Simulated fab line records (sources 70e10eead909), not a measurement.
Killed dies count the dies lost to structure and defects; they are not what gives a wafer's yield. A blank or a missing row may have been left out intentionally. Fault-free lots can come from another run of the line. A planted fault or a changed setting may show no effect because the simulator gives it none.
Which tool did it? + flow nand_harc + 11 lots with 33 wafers sampled at 7 steps, on a route of 1302 steps

## WHAT THE GAUGES SHOWED, per wafer
NHARC_P_M0_CD_MEAS_09: target cd 90 nm.
| lot  | measured     | on        | cd_nm (nm)     |
|------|--------------|-----------|----------------|
| L108 | day 6 01:16  | cd_sem-02 | 89.6 89.1 89.5 |
| L110 | day 6 21:43  | cd_sem-03 | 90.0 89.9 90.2 |
| L111 | day 7 02:29  | cd_sem-03 | 89.0 89.0 89.2 |
| L112 | day 7 13:49  | cd_sem-03 | 90.3 89.8 89.8 |
| L113 | day 8 00:20  | cd_sem-03 | 90.2 90.1 89.6 |
| L123 | day 12 10:44 | cd_sem-01 | 89.8 89.2 90.4 |
| L126 | day 13 13:47 | cd_sem-01 | 89.0 89.8 90.8 |
| L127 | day 14 05:46 | cd_sem-01 | 89.7 89.7 89.6 |
| L128 | day 14 06:24 | cd_sem-01 | 89.5 89.9 89.6 |
| L129 | day 14 23:03 | cd_sem-03 | 88.8 89.6 89.7 |
| L131 | day 15 10:26 | cd_sem-02 | 89.1 89.4 90.0 |

NHARC_P_M0_THK_MEAS_24: measures by xrf.
| lot  | measured     | on            | thk_nm (nm)       |
|------|--------------|---------------|-------------------|
| L108 | day 6 03:49  | film_metro-02 | 116.9 118.3 117.6 |
| L110 | day 7 00:14  | film_metro-02 | 116.5 117.3 116.0 |
| L111 | day 7 05:43  | film_metro-01 | 116.6 117.0 117.0 |
| L112 | day 7 16:19  | film_metro-02 | 115.0 118.7 117.4 |
| L113 | day 8 02:52  | film_metro-02 | 116.3 118.2 115.7 |
| L123 | day 12 13:19 | film_metro-02 | 116.7 117.1 123.4 |
| L126 | day 13 16:20 | film_metro-01 | 117.5 117.8 118.3 |
| L127 | day 14 08:16 | film_metro-02 | 118.0 119.1 117.9 |
| L128 | day 14 08:56 | film_metro-02 | 115.3 116.5 116.5 |
| L129 | day 15 01:33 | film_metro-02 | 118.6 115.6 117.5 |
| L131 | day 15 12:58 | film_metro-02 | 117.4 114.9 116.9 |

NHARC_P_M0_INSPECT_27.
| lot  | measured     | on                | raw_defect_count |
|------|--------------|-------------------|------------------|
| L108 | day 6 03:58  | defect_inspect-01 | 260 417 366      |
| L110 | day 7 00:23  | defect_inspect-02 | 412 402 644      |
| L111 | day 7 05:53  | defect_inspect-01 | 261 284 462      |
| L112 | day 7 16:28  | defect_inspect-02 | 258 210 171      |
| L113 | day 8 03:02  | defect_inspect-02 | 319 467 482      |
| L123 | day 12 13:28 | defect_inspect-01 | 226 169 2317     |
| L126 | day 13 16:30 | defect_inspect-01 | 608 405 223      |
| L127 | day 14 08:26 | defect_inspect-02 | 309 190 253      |
| L128 | day 14 09:08 | defect_inspect-01 | 193 296 360      |
| L129 | day 15 01:43 | defect_inspect-02 | 204 468 224      |
| L131 | day 15 13:08 | defect_inspect-01 | 244 220 239      |

NHARC_END_SORT_01.
| lot  | measured     | on        | defect_limited_yield (%) | killed_at_array | killed_at_other | killed_at_periphery | killed_dies | killed_open | killed_short |
|------|--------------|-----------|--------------------------|-----------------|-----------------|---------------------|-------------|-------------|--------------|
| L123 | day 30 19:26 | prober-01 | 94.1 90.5 0              | 36 59 43        | 3 4 3           | 1 1 631             | 40 64 677   | 0 0 4       | 1 3 3        |

## WHAT TOOL EACH LOT RAN ON (gives the tool, then ch and the chambers of the sampled wafers, and finally the start)
| lot  | NHARC_P_M0_ETCH_15                            | NHARC_P_M0_STRIP_18                | NHARC_P_M0_CMP_23             |
|------|-----------------------------------------------|------------------------------------|-------------------------------|
| L108 | rie_diel-01 ch 0,1, day 6 01:50 or earlier    | rie_diel-01 ch 0,3, day 6 01:50    | cmp-01 ch 1,2,3, day 6 03:34  |
| L110 | rie_diel-05 ch 0,2,3, day 6 22:16 or earlier  | rie_diel-05 ch 0,1,2, day 6 22:16  | cmp-01 ch 0,2,3, day 6 23:56  |
| L111 | rie_diel-11 ch 0,1, day 7 03:50 or earlier    | rie_diel-11 ch 0,2,3, day 7 03:50  | cmp-02 ch 1,2,3, day 7 05:28  |
| L112 | rie_diel-11 ch 1,3, day 7 14:22 or earlier    | rie_diel-11 ch 0,1, day 7 14:22    | cmp-01 ch 0,1, day 7 15:59    |
| L113 | rie_diel-01 ch 2,3, day 8 00:56 or earlier    | rie_diel-05 ch 0,1,3, day 8 00:56  | cmp-03 ch 0,1,3, day 8 02:38  |
| L123 | rie_diel-05 ch 1,2, day 12 11:21 or earlier   | rie_diel-01 ch 0,3, day 12 11:21   | cmp-01 ch 1,2,3, day 12 12:59 |
| L126 | rie_diel-01 ch 0,3, day 13 14:21 or earlier   | rie_diel-05 ch 0,2,3, day 13 14:21 | cmp-03 ch 0,1, day 13 16:01   |
| L127 | rie_diel-01 ch 1,2,3, day 14 06:22 or earlier | rie_diel-01 ch 0,2,3, day 14 06:22 | cmp-03 ch 0,1, day 14 07:59   |
| L128 | rie_diel-11 ch 2,3, day 14 06:58 or earlier   | rie_diel-01 ch 0,3, day 14 06:58   | cmp-02 ch 0,1,2, day 14 08:40 |
| L129 | rie_diel-11 ch 2,3, day 14 23:40 or earlier   | rie_diel-01 ch 0,2,3, day 14 23:40 | cmp-02 ch 0,2,3, day 15 01:19 |
| L131 | rie_diel-01 ch 0,2,3, day 15 11:02 or earlier | rie_diel-11 ch 0,3, day 15 11:02   | cmp-02 ch 2,3, day 15 12:40   |
- NHARC_P_M0_ETCH_15: etches the open film in C4F8/Ar, target depth 150 nm, overetch 15 nm, time 82.5 s.
- NHARC_P_M0_STRIP_18: strips in N2/H2.
- NHARC_P_M0_CMP_23: polishes, t overpolish 20 s, target thk 117.54 nm.

## WHAT THE TOOLS THEMSELVES READ (means of the sampled wafers that have a number; where no wafer has one, the mark that the record gives instead)
NHARC_P_M0_ETCH_15.
| lot  | tool        | oes_product_au (a.u.) | rf_vpp_V (V) |
|------|-------------|-----------------------|--------------|
| L108 | rie_diel-01 | 0.966                 | 437.4        |
| L110 | rie_diel-05 | 0.962                 | 439.7        |
| L111 | rie_diel-11 | 0.950                 | 440.3        |
| L112 | rie_diel-11 | 0.978                 | 437.6        |
| L113 | rie_diel-01 | 0.972                 | 440.9        |
| L123 | rie_diel-05 | 0.947                 | 440.7        |
| L126 | rie_diel-01 | 0.980                 | 438.1        |
| L127 | rie_diel-01 | 0.969                 | 438.4        |
| L128 | rie_diel-11 | 0.977                 | 442.8        |
| L129 | rie_diel-11 | 0.968                 | 442.3        |
| L131 | rie_diel-01 | 0.978                 | 438.5        |

NHARC_P_M0_STRIP_18.
| lot  | tool        | drypump_motor_current_A (A) | n2_flow_sccm (sccm) | oes_product_au (a.u.) | rf_vpp_V (V) | showerhead_plenum_p_Torr (Torr) | throttle_valve_pct (%) |
|------|-------------|-----------------------------|---------------------|-----------------------|--------------|---------------------------------|------------------------|
| L108 | rie_diel-01 | 6.1                         | 149.9               | 1.002                 | 90.2         | 1.95                            | 14.176                 |
| L110 | rie_diel-05 | 6.1                         | 149.7               | 0.985                 | 89.8         | 2.00                            | 14.167                 |
| L111 | rie_diel-11 | 5.7                         | 150.0               | 0.998                 | 90.2         | 1.95                            | 14.170                 |
| L112 | rie_diel-11 | 6.1                         | 150.1               | 0.998                 | 90.8         | 2.03                            | 14.165                 |
| L113 | rie_diel-05 | 5.9                         | 149.9               | 0.985                 | 90.5         | 1.95                            | 14.178                 |
| L123 | rie_diel-01 | 6.2                         | 149.4               | 0.997                 | 90.5         | 1.95                            | 14.171                 |
| L126 | rie_diel-05 | 6.2                         | 149.7               | 0.997                 | 90.3         | 1.98                            | 14.178                 |
| L127 | rie_diel-01 | 5.7                         | 149.8               | 1.000                 | 90.7         | 1.98                            | 14.176                 |
| L128 | rie_diel-01 | 6.2                         | 150.1               | 1.001                 | 90.5         | 1.95                            | 14.173                 |
| L129 | rie_diel-01 | 5.7                         | 149.9               | 1.004                 | 91.0         | 1.98                            | 14.180                 |
| L131 | rie_diel-11 | 5.7                         | 149.9               | 0.996                 | 91.9         | 2.14                            | 14.170                 |

NHARC_P_M0_CMP_23.
| lot  | tool   | edge_zone_pressure_frac | motor_current_A (A) | slurry_filter_dp_kPa (kPa) | time_to_endpoint_s (s) |
|------|--------|-------------------------|---------------------|----------------------------|------------------------|
| L108 | cmp-01 | 0.998                   | 11.0                | 13.44                      | 27.2                   |
| L110 | cmp-01 | 0.999                   | 11.5                | 13.45                      | 26.7                   |
| L111 | cmp-02 | 0.996                   | 11.9                | 13.50                      | 27.4                   |
| L112 | cmp-01 | 1.000                   | 12.1                | 13.48                      | 28.9                   |
| L113 | cmp-03 | 1.000                   | 11.1                | 13.53                      | 23.6                   |
| L123 | cmp-01 | 1.001                   | 11.1                | 13.45                      | 31.4                   |
| L126 | cmp-03 | 0.997                   | 10.9                | 13.58                      | 30.5                   |
| L127 | cmp-03 | 1.000                   | 10.6                | 13.56                      | 30.6                   |
| L128 | cmp-02 | 1.000                   | 11.3                | 13.59                      | 23.0                   |
| L129 | cmp-02 | 0.997                   | 12.0                | 13.54                      | 24.8                   |
| L131 | cmp-02 | 1.005                   | 12.8                | 13.41                      | 25.7                   |

## THE ANSWER, worked out from the rows above alone
Rule: usual is defined by the lots themselves. The widest of any qualifying gaps counts: lots, ordered by their means at a reading, are off when they make up no more than a third of the lots, leave a main group of 4 or more, and stand apart from it by 3 or more times the standard deviation of that group's means. Not used: any main group whose means are identical at the precision the tables above print for the reading. A lot without any number at a reading at which 4 lots or more have one is off too. Where the step has rows for the other lots, those lots are counted as sound. First the gauges in route order, then the tools' own readings, where a lot's mean is used as printed above. The first step at which some lot is off is used, and at that step the reading that is off furthest; a lot without a number counts as furthest.
Off: L123, at NHARC_P_M0_INSPECT_27 (raw_defect_count). Main group: mean 328, sd 85.
If a tool, at a process step before that reading, ran all the lots that are off and no sound lot after the first of them, it fits. The gauges at NHARC_P_M0_INSPECT_27 are tried like those tools. With no start given for some of its lots, NHARC_P_M0_ETCH_15 uses the hours and lot order of NHARC_P_M0_STRIP_18. Can't be told from this: 2 tools fit, rie_diel-05 at NHARC_P_M0_ETCH_15, cmp-01 at NHARC_P_M0_CMP_23.

## WHAT THE SIMULATOR HAD PUT IN
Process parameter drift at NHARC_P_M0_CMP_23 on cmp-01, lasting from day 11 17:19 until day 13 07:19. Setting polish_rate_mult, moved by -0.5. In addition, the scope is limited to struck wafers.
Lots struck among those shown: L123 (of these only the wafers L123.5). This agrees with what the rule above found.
